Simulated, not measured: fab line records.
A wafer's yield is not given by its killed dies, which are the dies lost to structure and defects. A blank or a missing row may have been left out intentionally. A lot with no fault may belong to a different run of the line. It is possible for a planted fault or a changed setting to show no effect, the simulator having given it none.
Which tool was responsible? | flow n5-finfet | Sampling: 8 lots, 22 wafers, 8 of 1938 route steps

== WHAT EACH GAUGE READ, for each wafer ==
N5_BEOL_M4_RC_MEAS_101. Usual: DIBL_N 37.5 mV/V, standard deviation 2.5; DIBL_P 38 mV/V, standard deviation 3.1; IOFF_N 0.19 nA/um, standard deviation 0.059; IOFF_P 0.24 nA/um, standard deviation 0.061; ION_N 679 uA/um, standard deviation 16; ION_P 465 uA/um, standard deviation 9.8; SS_N 72.0 mV/dec, standard deviation 0.8; SS_P 73.7 mV/dec, standard deviation 0.86; VT_N 248 mV, standard deviation 4.5; VT_P -249 mV, standard deviation 3.5.
lot  | measured     | on        | DIBL_N (mV/V)  | DIBL_P (mV/V) | IOFF_N (nA/um) | IOFF_P (nA/um) | ION_N (uA/um) | ION_P (uA/um) | SS_N (mV/dec)  | SS_P (mV/dec)  | VT_N (mV)   | VT_P (mV)      | flag
L520 | day 10 05:40 | prober-02 | 35.9 37.2 33.6 | 37 37 34      | 0.16 0.19 0.11 | 0.20 0.20 0.17 | 667 680 659   | 459 461 451   | 72.3 72.0 70.9 | 73.8 73.0 73.0 | 251 249 255 | -252 -251 -254 |
L523 | day 11 11:34 | prober-01 | 39.7 33.7 36.6 | 42 34 38      | 0.30 0.13 0.21 | 0.37 0.19 0.29 | 716 670 701   | 484 461 486   | 72.8 72.0 71.9 | 74.3 72.9 74.4 | 239 252 241 | -239 -251 -244 |
L524 | day 11 12:04 | prober-02 | 39.0 36.6 42.2 | 40 38 45      | 0.23 0.17 0.37 | 0.28 0.24 0.43 | 694 672 714   | 469 463 484   | 71.8 71.9 72.8 | 73.5 73.4 74.8 | 244 249 238 | -247 -248 -242 |
L525 | day 11 13:14 | prober-02 | 35.6 34.5 37.2 | 35 34 38      | 0.15 0.14 0.18 | 0.17 0.17 0.22 | 660 672 678   | 448 453 450   | 71.4 71.0 71.9 | 73.2 72.5 73.9 | 250 248 246 | -255 -255 -250 |
L528 | day 11 18:13 | prober-01 | 39.9 39.4      | 42 43         | 0.28 0.25      | 0.31 0.32      | 702 690       | 470 468       | 72.3 71.7      | 74.8 75.0      | 242 246     | -245 -244      |
L529 | day 11 22:50 | prober-02 | 36.4 37.9      | 37 40         | 0.15 0.19      | 0.19 0.24      | 668 689       | 458 471       | 71.9 72.1      | 73.5 74.0      | 253 248     | -251 -248      |
L530 | day 12 19:31 | prober-01 | 40.7 38.4 34.4 | 41 37 34      | 0.24 0.19 0.12 | 0.26 0.20 0.16 | 697 664 658   | 471 453 449   | 72.1 72.4 71.9 | 74.2 73.8 72.4 | 243 251 255 | -248 -255 -254 |
L535 | day 14 00:07 | prober-02 | 37.5 34.7 37.5 | 39 35 40      | 0.18 0.13 0.19 | 0.22 0.17 0.26 | 679 673 677   | 466 459 463   | 72.5 71.5 72.1 | 73.7 73.4 74.5 | 251 254 248 | -252 -252 -249 |

N5_BEOL_M9_OVL_MEAS_29. Usual: V8_OVL typically reads 0.0 nm, with standard deviation 0.77.
lot  | measured     | on         | V8_OVL (nm)    | flag
L520 | day 11 22:59 | overlay-01 | -1.2 -1.3 -1.2 |
L523 | day 13 14:18 | overlay-01 | -0.2 -1.1 -1.3 |
L524 | day 13 05:35 | overlay-01 | -0.6 -0.4 -0.3 |
L525 | day 13 11:59 | overlay-02 | -1.9 -0.7 -1.5 |
L528 | day 13 14:08 | overlay-02 | -0.3 0.4       |
L529 | day 13 14:28 | overlay-01 | -0.9 -0.8      |
L530 | day 14 21:52 | overlay-02 | -0.6 -0.9 0.3  |
L535 | day 16 02:35 | overlay-01 | -0.2 -1.6 -0.1 |

N5_BEOL_M9_OCD_MEAS_38. Usual: trench-depth-nm at 152 nm, with a standard deviation of 3.2.
lot  | measured     | on     | trench-depth-nm (nm) | flag
L520 | day 11 23:32 | ocd-01 | 150 148 147          |
L523 | day 13 15:14 | ocd-01 | 152 151 154          |
L524 | day 13 06:11 | ocd-02 | 154 155 153          |
L525 | day 13 12:32 | ocd-02 | 159 155 154          |
L528 | day 13 14:42 | ocd-02 | 58 159               | OFF
L529 | day 13 15:18 | ocd-02 | 65 150               | OFF
L530 | day 14 22:24 | ocd-01 | 27 147 153           | OFF
L535 | day 16 03:08 | ocd-02 | 157 157 152          |

N5_BEOL_M9_THK_MEAS_53: measures by xrf. Usual: M9_THK typically reads 139 nm, with standard deviation 3.2.
lot  | measured     | on            | M9_THK (nm) | flag
L520 | day 12 01:43 | film-metro-02 | 140 135 137 |
L523 | day 13 17:17 | film-metro-02 | 135 138 140 |
L524 | day 13 09:02 | film-metro-01 | 140 144 142 |
L525 | day 13 15:53 | film-metro-01 | 144 142 141 |
L528 | day 13 16:39 | film-metro-02 | - 146       |
L529 | day 13 18:42 | film-metro-01 | - 136       |
L530 | day 15 00:54 | film-metro-01 | - 136 140   |
L535 | day 16 06:42 | film-metro-02 | 145 147 141 |

== EACH LOT AND THE TOOL THAT RAN IT (in order: tool; ch and the chambers of the sampled wafers; start) ==
lot  | N5_BEOL_M9_HM_OPEN_17             | N5_BEOL_M9_VIA_ETCH_34             | N5_BEOL_M9_TRENCH_ETCH_37                     | N5_BEOL_M9_STRIP_80
L520 | rie-metal-01 ch 0,1, day 11 18:50 | rie-diel-04 ch 0,3, day 11 23:16   | rie-diel-04 ch 0,3, day 11 23:32 or earlier   | rie-diel-04 ch 0,3, day 11 23:32 or earlier
L523 | rie-metal-02 ch 0,1, day 13 13:17 | rie-diel-06 ch 0,3, day 13 14:58   | rie-diel-06 ch 0,3, day 13 15:14 or earlier   | rie-diel-06 ch 0,3, day 13 15:14 or earlier
L524 | rie-metal-01 ch 1, day 13 03:50   | rie-diel-06 ch 1,2,3, day 13 05:55 | rie-diel-06 ch 1,2,3, day 13 06:11 or earlier | rie-diel-06 ch 1,2,3, day 13 06:11 or earlier
L525 | rie-metal-01 ch 0,1, day 13 11:08 | rie-diel-02 ch 0,2,3, day 13 12:15 | rie-diel-02 ch 0,2,3, day 13 12:32 or earlier | rie-diel-02 ch 0,2,3, day 13 12:32 or earlier
L528 | rie-metal-01 ch 0, day 13 13:06   | rie-diel-02 ch 0,3, day 13 14:26   | rie-diel-02 ch 0,3, day 13 14:42 or earlier   | rie-diel-02 ch 0,3, day 13 14:42 or earlier
L529 | rie-metal-01 ch 0, day 13 13:46   | rie-diel-04 ch 0,1, day 13 15:01   | rie-diel-04 ch 0,1, day 13 15:18 or earlier   | rie-diel-04 ch 0,1, day 13 15:18 or earlier
L530 | rie-metal-01 ch 1, day 14 19:16   | rie-diel-04 ch 0,3, day 14 22:07   | rie-diel-04 ch 0,3, day 14 22:24 or earlier   | rie-diel-04 ch 0,3, day 14 22:24 or earlier
L535 | rie-metal-03 ch 1, day 15 21:54   | rie-diel-02 ch 0,1,2, day 16 02:52 | rie-diel-02 ch 0,1,2, day 16 03:08 or earlier | rie-diel-02 ch 0,1,2, day 16 03:08 or earlier
- N5_BEOL_M9_HM_OPEN_17: chemistry Cl2/BCl3, target TiN, target depth 20 nm, overetch 6 nm.
- N5_BEOL_M9_VIA_ETCH_34: etches SiCOH lowk in C4F6/O2, target depth 182.4 nm, time 68.4 s.
- N5_BEOL_M9_TRENCH_ETCH_37: etches SiCOH lowk in C4F6/O2, target depth 151.43 nm, time 49 s.
- N5_BEOL_M9_STRIP_80: strips in N2/H2, time 10 s.

== AS READ BY THE TOOLS THEMSELVES (means over the sampled wafers that have a number; for cases with no such wafer, the mark the record gives instead) ==
N5_BEOL_M9_HM_OPEN_17. Usual: drypump-motor-current-A 5.7 A, standard deviation 0.54; he-backside-leak-sccm 3.4 sccm, standard deviation 0.38; oes-product-au 0.68 a.u., standard deviation 0.093; rf-fwd-power-W 991 W, standard deviation 4.3; throttle-valve-pct 22.09 %, standard deviation 0.27.
lot  | tool         | drypump-motor-current-A (A) | he-backside-leak-sccm (sccm) | oes-product-au (a.u.) | rf-fwd-power-W (W) | throttle-valve-pct (%) | flag
L520 | rie-metal-01 | 5.1                         | 3.4                          | 0.59                  | 985                | 21.94                  |
L523 | rie-metal-02 | 6.3                         | 3.5                          | 0.76                  | 991                | 22.05                  |
L524 | rie-metal-01 | 5.8                         | 3.5                          | 0.67                  | 989                | 21.83                  |
L525 | rie-metal-01 | 5.1                         | 3.4                          | 0.58                  | 990                | 21.94                  |
L528 | rie-metal-01 | 4.8                         | 3.3                          | 0.52                  | 988                | 22.06                  |
L529 | rie-metal-01 | 4.8                         | 3.3                          | 0.52                  | 992                | 22.06                  |
L530 | rie-metal-01 | 5.8                         | 3.5                          | 0.63                  | 985                | 21.88                  |
L535 | rie-metal-03 | 5.4                         | 3.6                          | 0.70                  | 988                | 22.22                  |

N5_BEOL_M9_VIA_ETCH_34. Usual: O2_flow_sccm 10.002 sccm, standard deviation 0.026; drypump-motor-current-A 5.5 A, standard deviation 0.37; oes_o_777_au 0.82 a.u., standard deviation 0.083; oes-product-au 0.81 a.u., standard deviation 0.083; rf-fwd-power-W 342.3 W, standard deviation 1.3; rf-vpp-V 675 V, standard deviation 18; showerhead-plenum-p-Torr 2.85 Torr, standard deviation 0.087; throttle-valve-pct 20.94 %, standard deviation 0.19.
lot  | tool        | O2_flow_sccm (sccm) | drypump-motor-current-A (A) | oes_o_777_au (a.u.) | oes-product-au (a.u.) | rf-fwd-power-W (W) | rf-vpp-V (V) | showerhead-plenum-p-Torr (Torr) | throttle-valve-pct (%) | flag
L520 | rie-diel-04 | 10.000              | 5.5                         | 0.79                | 0.77                  | 342.6              | 677          | 2.84                            | 20.96                  |
L523 | rie-diel-06 | 10.052              | 5.3                         | 0.76                | 0.80                  | 341.2              | 687          | 2.99                            | 20.83                  |
L524 | rie-diel-06 | 9.999               | 5.6                         | 0.78                | 0.80                  | 342.7              | 683          | 2.86                            | 20.89                  |
L525 | rie-diel-02 | 10.035              | 5.4                         | 0.91                | 0.88                  | 341.6              | 668          | 2.87                            | 20.92                  |
L528 | rie-diel-02 | 10.009              | 5.2                         | 0.90                | 0.73                  | 342.6              | 672          | 2.90                            | 21.00                  |
L529 | rie-diel-04 | 10.001              | 5.3                         | 0.84                | 0.73                  | 341.6              | 694          | 2.79                            | 20.79                  |
L530 | rie-diel-04 | 9.985               | 5.6                         | 0.78                | 0.62                  | 343.8              | 676          | 2.83                            | 20.95                  |
L535 | rie-diel-02 | 9.993               | 5.5                         | 0.91                | 0.91                  | 343.4              | 683          | 2.80                            | 20.86                  |

N5_BEOL_M9_TRENCH_ETCH_37. Usual: O2_flow_sccm 9.998 sccm, standard deviation 0.028; drypump-motor-current-A 5.5 A, standard deviation 0.37; oes_o_777_au 0.82 a.u., standard deviation 0.083; oes-product-au 0.81 a.u., standard deviation 0.084; rf-fwd-power-W 341.6 W, standard deviation 1.5; rf-vpp-V 675 V, standard deviation 18; showerhead-plenum-p-Torr 2.85 Torr, standard deviation 0.088; throttle-valve-pct 20.96 %, standard deviation 0.19.
lot  | tool        | O2_flow_sccm (sccm) | drypump-motor-current-A (A) | oes_o_777_au (a.u.) | oes-product-au (a.u.) | rf-fwd-power-W (W) | rf-vpp-V (V) | showerhead-plenum-p-Torr (Torr) | throttle-valve-pct (%) | flag
L520 | rie-diel-04 | 10.004              | 5.5                         | 0.79                | 0.78                  | 341.2              | 677          | 2.84                            | 20.99                  |
L523 | rie-diel-06 | 9.973               | 5.3                         | 0.76                | 0.80                  | 340.8              | 688          | 2.99                            | 20.86                  |
L524 | rie-diel-06 | 10.017              | 5.6                         | 0.78                | 0.80                  | 341.8              | 684          | 2.86                            | 20.92                  |
L525 | rie-diel-02 | 10.009              | 5.4                         | 0.91                | 0.89                  | 341.3              | 667          | 2.87                            | 20.95                  |
L528 | rie-diel-02 | 9.994               | 5.2                         | 0.90                | 0.90                  | 342.4              | 672          | 2.90                            | 21.07                  |
L529 | rie-diel-04 | 9.964               | 5.3                         | 0.84                | 0.87                  | 342.0              | 694          | 2.79                            | 20.86                  |
L530 | rie-diel-04 | 10.008              | 5.6                         | 0.78                | 0.77                  | 342.1              | 677          | 2.83                            | 21.02                  |
L535 | rie-diel-02 | 9.999               | 5.5                         | 0.92                | 0.92                  | 341.1              | 682          | 2.80                            | 20.88                  |

N5_BEOL_M9_STRIP_80. Usual: drypump-motor-current-A 5.5 A, standard deviation 0.37; oes-product-au 0.81 a.u., standard deviation 0.083; rf-vpp-V 59.2 V, standard deviation 0.79; showerhead-plenum-p-Torr 2.54 Torr, standard deviation 0.099; throttle-valve-pct 23.8 %, standard deviation 0.34.
lot  | tool        | drypump-motor-current-A (A) | oes-product-au (a.u.) | rf-vpp-V (V) | showerhead-plenum-p-Torr (Torr) | throttle-valve-pct (%) | flag
L520 | rie-diel-04 | 5.6                         | 0.77                  | 59.0         | 2.52                            | 23.7                   |
L523 | rie-diel-06 | 5.3                         | 0.80                  | 60.1         | 2.68                            | 23.7                   |
L524 | rie-diel-06 | 5.6                         | 0.80                  | 59.1         | 2.56                            | 23.7                   |
L525 | rie-diel-02 | 5.4                         | 0.89                  | 59.4         | 2.55                            | 23.8                   |
L528 | rie-diel-02 | 5.2                         | 0.88                  | 59.5         | 2.60                            | 24.1                   |
L529 | rie-diel-04 | 5.3                         | 0.86                  | 58.6         | 2.48                            | 23.6                   |
L530 | rie-diel-04 | 5.5                         | 0.76                  | 59.3         | 2.51                            | 23.7                   |
L535 | rie-diel-02 | 5.5                         | 0.91                  | 59.1         | 2.47                            | 23.6                   |

== THE ANSWER, worked out from the rows above alone ==
Rule: a lot counts as off when the mean over its wafers that have a number is more than 3 standard deviations away from the usual mean. Also off: a lot with no number at a reading for which 4 or more lots have one. The other lots that the step has rows for count as sound. The gauges are gone through in route order, then the tools' own readings, and for those a lot's mean is taken as printed above. At the first step where some lot is off, the reading lying furthest off is the one used; lots without a number count as furthest.
Off at N5_BEOL_M9_OCD_MEAS_38 (trench-depth-nm): L528, L529, L530.
A tool fits if, at a process step before that reading, it ran every lot that is off, and no sound lot after the first of them. Those tools and the gauges at N5_BEOL_M9_OCD_MEAS_38 are tried in the same way. Because N5_BEOL_M9_TRENCH_ETCH_37 lacks a start for some lots, the hours and order of its lots are taken from N5_BEOL_M9_OCD_MEAS_38. Because N5_BEOL_M9_STRIP_80 lacks a start for some lots, the hours and order of its lots are taken from N5_BEOL_M9_OCD_MEAS_38. One fits: rie-metal-01 at N5_BEOL_M9_HM_OPEN_17. Its last sound lot is L525 (day 13 11:08), its first lot that is off L528 (day 13 13:06): a fault that began between those two fits.

== WHAT HAD BEEN PUT IN BY THE SIMULATOR ==
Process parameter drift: rie-metal-01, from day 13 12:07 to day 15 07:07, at N5_BEOL_M9_HM_OPEN_17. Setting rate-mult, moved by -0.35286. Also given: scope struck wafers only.
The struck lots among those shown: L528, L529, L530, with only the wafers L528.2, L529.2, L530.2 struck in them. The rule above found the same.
